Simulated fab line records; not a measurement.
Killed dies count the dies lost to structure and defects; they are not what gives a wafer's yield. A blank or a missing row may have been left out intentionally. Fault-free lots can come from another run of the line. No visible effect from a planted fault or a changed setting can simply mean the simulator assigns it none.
Which of the tools did it? | flow n5Finfet | 9 lots, 27 wafers sampled, at 5 steps of a route of 1938

## WHAT THE GAUGES SHOWED, per wafer
N5_BEOL_M4_RC_MEAS_101. Usual: DIBL_N 36.9 mV/V, standard deviation 1.6; DIBL_P 37.1 mV/V, standard deviation 2; IOFF_N 0.17 nA/um, standard deviation 0.032; IOFF_P 0.22 nA/um, standard deviation 0.036; ION_N 674 uA/um, standard deviation 12; ION_P 463 uA/um, standard deviation 7.8; SS_N 71.7 mV/dec, standard deviation 0.63; SS_P 73.5 mV/dec, standard deviation 0.62; VT_N 249 mV, standard deviation 3.3; VT_P -250 mV, standard deviation 3.5.
lot  | measured     | on        | DIBL_N (mV/V)  | DIBL_P (mV/V)  | IOFF_N (nA/um) | IOFF_P (nA/um) | ION_N (uA/um) | ION_P (uA/um) | SS_N (mV/dec)  | SS_P (mV/dec)  | VT_N (mV)   | VT_P (mV)      | flag
L872 | day 8 17:02  | prober-01 | 37.0 37.6 38.1 | 37.2 38.0 38.1 | 0.15 0.16 0.16 | 0.19 0.21 0.20 | 652 668 663   | 448 462 453   | 70.9 71.8 71.5 | 74.1 74.3 73.8 | 251 252 252 | -257 -253 -253 | 
L877 | day 10 04:57 | prober-01 | 38.6 37.5 37.1 | 38.0 36.6 36.7 | 0.19 0.17 0.18 | 0.27 0.22 0.23 | 674 670 677   | 464 459 463   | 72.3 71.8 72.2 | 73.7 74.0 73.6 | 248 249 248 | -247 -250 -246 | 
L878 | day 10 20:43 | prober-01 | 35.6 35.7 34.7 | 37.6 37.9 36.8 | 0.16 0.16 0.14 | 0.21 0.22 0.20 | 676 674 659   | 466 458 459   | 71.0 71.9 71.3 | 73.9 73.2 72.9 | 250 250 254 | -249 -252 -252 | 
L885 | day 11 17:25 | prober-01 | 38.2 37.9 35.0 | 39.2 39.5 36.4 | 0.21 0.21 0.15 | 0.25 0.25 0.21 | 688 679 662   | 465 465 457   | 72.6 72.9 71.8 | 74.0 73.4 73.9 | 247 246 248 | -244 -249 -252 | 
L884 | day 12 08:14 | prober-02 | 35.2 37.9 34.6 | 35.0 37.9 33.6 | 0.13 0.17 0.12 | 0.18 0.23 0.17 | 657 667 660   | 453 461 456   | 71.4 72.0 70.8 | 72.7 74.2 73.7 | 254 251 253 | -254 -250 -256 | 
L888 | day 12 16:11 | prober-01 | 36.1 39.8 37.8 | 35.9 38.9 37.5 | 0.16 0.24 0.20 | 0.25 0.30 0.28 | 672 697 695   | 468 479 473   | 71.8 72.4 71.5 | 73.7 74.4 73.8 | 247 243 245 | -246 -243 -244 | 
L889 | day 12 16:58 | prober-01 | 36.1 41.5 36.2 | 33.3 40.4 33.7 | 0.14 0.26 0.14 | 0.20 0.34 0.20 | 668 700 674   | 458 481 465   | 70.9 71.9 71.4 | 72.6 74.8 72.5 | 251 243 251 | -249 -241 -247 | 
L891 | day 13 12:01 | prober-01 | 36.6 37.0 37.5 | 38.6 40.2 40.7 | 0.18 0.19 0.20 | 0.22 0.25 0.27 | 679 675 683   | 459 459 468   | 72.4 72.4 72.8 | 73.8 74.0 74.1 | 250 248 246 | -249 -252 -247 | 
L893 | day 13 22:05 | prober-01 | 36.4 37.4 34.4 | 37.4 38.7 35.7 | 0.16 0.17 0.12 | 0.24 0.25 0.21 | 676 677 664   | 469 467 467   | 71.2 70.5 71.0 | 73.3 73.9 72.7 | 247 249 255 | -245 -247 -249 | 

## EACH LOT AND THE TOOL THAT RAN IT (in order: tool; ch and the chambers of the sampled wafers; start)
lot  | N5_BEOL_M2_ETCH_70                | N5_BEOL_M2_TRENCH_ETCH_37         | N5_BEOL_M2_PRE_CLEAN_45     | N5_BEOL_M2_SPUTTER_48
L872 | rieDiel-01 ch 0,1, day 7 01:01    | rieDiel-01 ch 0,1, day 7 01:13    | pvdSputter-01, day 7 01:44  | pvdSputter-01, day 7 03:47
L877 | rieDiel-03 ch 0,1,3, day 8 23:14  | rieDiel-03 ch 0,1,3, day 8 23:26  | pvdSputter-01, day 9 00:05  | pvdSputter-02, day 9 01:59
L878 | rieDiel-05 ch 0,1,2, day 9 05:56  | rieDiel-05 ch 0,1,2, day 9 06:08  | pvdSputter-01, day 9 06:52  | pvdSputter-03, day 9 08:05
L885 | rieDiel-05 ch 1,2,3, day 10 11:33 | rieDiel-05 ch 1,2,3, day 10 11:46 | pvdSputter-03, day 10 12:31 | pvdSputter-01, day 10 14:57
L884 | rieDiel-05 ch 0,1,3, day 10 19:19 | rieDiel-05 ch 0,1,3, day 10 19:31 | pvdSputter-02, day 10 20:22 | pvdSputter-01, day 10 21:02
L888 | rieDiel-01 ch 0,1,3, day 11 09:40 | rieDiel-01 ch 0,1,3, day 11 09:52 | pvdSputter-01, day 11 10:44 | pvdSputter-01, day 11 11:38
L889 | rieDiel-03 ch 0,2,3, day 11 12:59 | rieDiel-03 ch 0,2,3, day 11 13:11 | pvdSputter-01, day 11 14:07 | pvdSputter-01, day 11 16:15
L891 | rieDiel-01 ch 1,2, day 12 07:09   | rieDiel-01 ch 1,2, day 12 07:21   | pvdSputter-03, day 12 07:49 | pvdSputter-02, day 12 08:38
L893 | rieDiel-01 ch 0,1, day 12 18:08   | rieDiel-01 ch 0,1, day 12 18:21   | pvdSputter-02, day 12 19:28 | pvdSputter-02, day 12 20:16
- N5_BEOL_M2_ETCH_70: etches SOC in N2/H2, target depth 80 nm, overetch 24 nm, time 130 s.
- N5_BEOL_M2_TRENCH_ETCH_37: etches SiOC in C4F6/O2, target depth 55.555 nm, time 29.2 s.
- N5_BEOL_M2_PRE_CLEAN_45: time 30 s.
- N5_BEOL_M2_SPUTTER_48: material Cu, target thk 4.5 nm, time 8.29 s.

## WHAT THE TOOLS THEMSELVES READ (means of the sampled wafers that have a number; where no wafer has one, the mark that the record gives instead)
N5_BEOL_M2_ETCH_70. Usual: biasW 150.0 W, standard deviation 0.39; drypumpMotorCurrentA 5.6 A, standard deviation 0.33; oesProductAu 0.57 a.u., standard deviation 0.057; rfVppV 524.2 V, standard deviation 2.2; showerheadPlenumPTorr 2.56 Torr, standard deviation 0.065; throttleValvePct 17.78 %, standard deviation 0.27.
lot  | tool       | biasW (W) | drypumpMotorCurrentA (A) | oesProductAu (a.u.) | rfVppV (V) | showerheadPlenumPTorr (Torr) | throttleValvePct (%) | flag
L872 | rieDiel-01 | 149.8     | 5.8                      | 0.59                | 522.9      | 2.52                         | 17.55                | 
L877 | rieDiel-03 | 149.9     | 5.8                      | 0.58                | 524.7      | 2.56                         | 17.61                | 
L878 | rieDiel-05 | 150.0     | 5.4                      | 0.54                | 526.6      | 2.62                         | 18.09                | 
L885 | rieDiel-05 | 150.2     | 5.8                      | 0.59                | 526.9      | 2.64                         | 17.84                | 
L884 | rieDiel-05 | 150.0     | 5.8                      | 0.60                | 526.9      | 2.64                         | 17.82                | 
L888 | rieDiel-01 | 149.9     | 5.7                      | 0.56                | 522.4      | 2.50                         | 17.82                | 
L889 | rieDiel-03 | 149.9     | 5.5                      | 0.55                | 523.0      | 2.54                         | 17.67                | 
L891 | rieDiel-01 | 149.5     | 5.8                      | 0.56                | 522.8      | 2.50                         | 17.64                | 
L893 | rieDiel-01 | 149.9     | 5.8                      | 0.55                | 522.8      | 2.50                         | 17.63                | 

N5_BEOL_M2_TRENCH_ETCH_37. Usual: C4F6_flow_sccm 9.99 sccm, standard deviation 0.031; biasW 185.0 W, standard deviation 0.53; drypumpMotorCurrentA 5.6 A, standard deviation 0.32; oes_o_777_au 0.78 a.u., standard deviation 0.082; oesProductAu 0.78 a.u., standard deviation 0.082; rfVppV 669 V, standard deviation 16; showerheadPlenumPTorr 2.86 Torr, standard deviation 0.081; throttleValvePct 20.76 %, standard deviation 0.27.
lot  | tool       | C4F6_flow_sccm (sccm) | biasW (W) | drypumpMotorCurrentA (A) | oes_o_777_au (a.u.) | oesProductAu (a.u.) | rfVppV (V) | showerheadPlenumPTorr (Torr) | throttleValvePct (%) | flag
L872 | rieDiel-01 | 9.95                  | 185.0     | 5.8                      | 0.81                | 0.79                | 667        | 2.82                         | 20.57                | 
L877 | rieDiel-03 | 9.93                  | 184.9     | 5.8                      | 0.78                | 0.80                | 664        | 2.85                         | 20.56                | 
L878 | rieDiel-05 | 9.98                  | 185.2     | 5.4                      | 0.72                | 0.73                | 687        | 2.92                         | 21.05                | 
L885 | rieDiel-05 | 9.99                  | 195.7     | 5.8                      | 0.79                | 0.81                | 721        | 2.97                         | 20.95                | OFF
L884 | rieDiel-05 | 9.98                  | 195.8     | 5.9                      | 0.81                | 0.83                | 716        | 2.97                         | 20.94                | OFF
L888 | rieDiel-01 | 10.03                 | 184.6     | 5.8                      | 0.77                | 0.75                | 658        | 2.81                         | 20.87                | 
L889 | rieDiel-03 | 9.98                  | 184.8     | 5.5                      | 0.74                | 0.74                | 661        | 2.83                         | 20.61                | 
L891 | rieDiel-01 | 10.00                 | 185.2     | 5.8                      | 0.78                | 0.75                | 666        | 2.79                         | 20.65                | 
L893 | rieDiel-01 | 10.01                 | 185.1     | 5.8                      | 0.75                | 0.74                | 667        | 2.80                         | 20.63                | 

N5_BEOL_M2_PRE_CLEAN_45. Usual: heaterPowerW at 343 W, with a standard deviation of 36.
lot  | tool          | heaterPowerW (W) | flag
L872 | pvdSputter-01 | 331              | 
L877 | pvdSputter-01 | 338              | 
L878 | pvdSputter-01 | 370              | 
L885 | pvdSputter-03 | 357              | 
L884 | pvdSputter-02 | 345              | 
L888 | pvdSputter-01 | 324              | 
L889 | pvdSputter-01 | 378              | 
L891 | pvdSputter-03 | 349              | 
L893 | pvdSputter-02 | 375              | 

N5_BEOL_M2_SPUTTER_48. Usual: chuckGasFlowSccm 1.27 sccm, standard deviation 0.052; throttleValvePct 29.9 %, standard deviation 1.4.
lot  | tool          | chuckGasFlowSccm (sccm) | throttleValvePct (%) | flag
L872 | pvdSputter-01 | 1.26                    | 30.6                 | 
L877 | pvdSputter-02 | 1.29                    | 30.0                 | 
L878 | pvdSputter-03 | 1.30                    | 29.9                 | 
L885 | pvdSputter-01 | 1.29                    | 28.2                 | 
L884 | pvdSputter-01 | 1.27                    | 30.3                 | 
L888 | pvdSputter-01 | 1.29                    | 30.7                 | 
L889 | pvdSputter-01 | 1.24                    | 29.7                 | 
L891 | pvdSputter-02 | 1.32                    | 29.7                 | 
L893 | pvdSputter-02 | 1.28                    | 30.3                 | 

## THE ANSWER, worked out from the rows above alone
Rule: a lot is off if the mean of its wafers that have a number lies more than 3 standard deviations from the usual mean. Also off: a lot with no number at a reading for which 4 or more lots have one. Any other lot the step has rows for is counted as sound. Order of review: gauges by route order, followed by the tools' own readings, for which a lot's mean as printed above is used. At the first step where some lot is off, the reading lying furthest off is the one used; lots without a number count as furthest.
Off at N5_BEOL_M2_TRENCH_ETCH_37 (biasW): L885, L884.
If a tool, at that step or one of the process steps before it, ran each lot that is off and ran no sound lot following the first of them, it fits. One candidate fits, namely rieDiel-05 at N5_BEOL_M2_ETCH_70 and N5_BEOL_M2_TRENCH_ETCH_37. At N5_BEOL_M2_ETCH_70 its last sound lot is L878 (day 9 05:56), its first lot that is off L885 (day 10 11:33): a fault that began between those two fits.

## WHAT WAS PUT IN BY THE SIMULATOR
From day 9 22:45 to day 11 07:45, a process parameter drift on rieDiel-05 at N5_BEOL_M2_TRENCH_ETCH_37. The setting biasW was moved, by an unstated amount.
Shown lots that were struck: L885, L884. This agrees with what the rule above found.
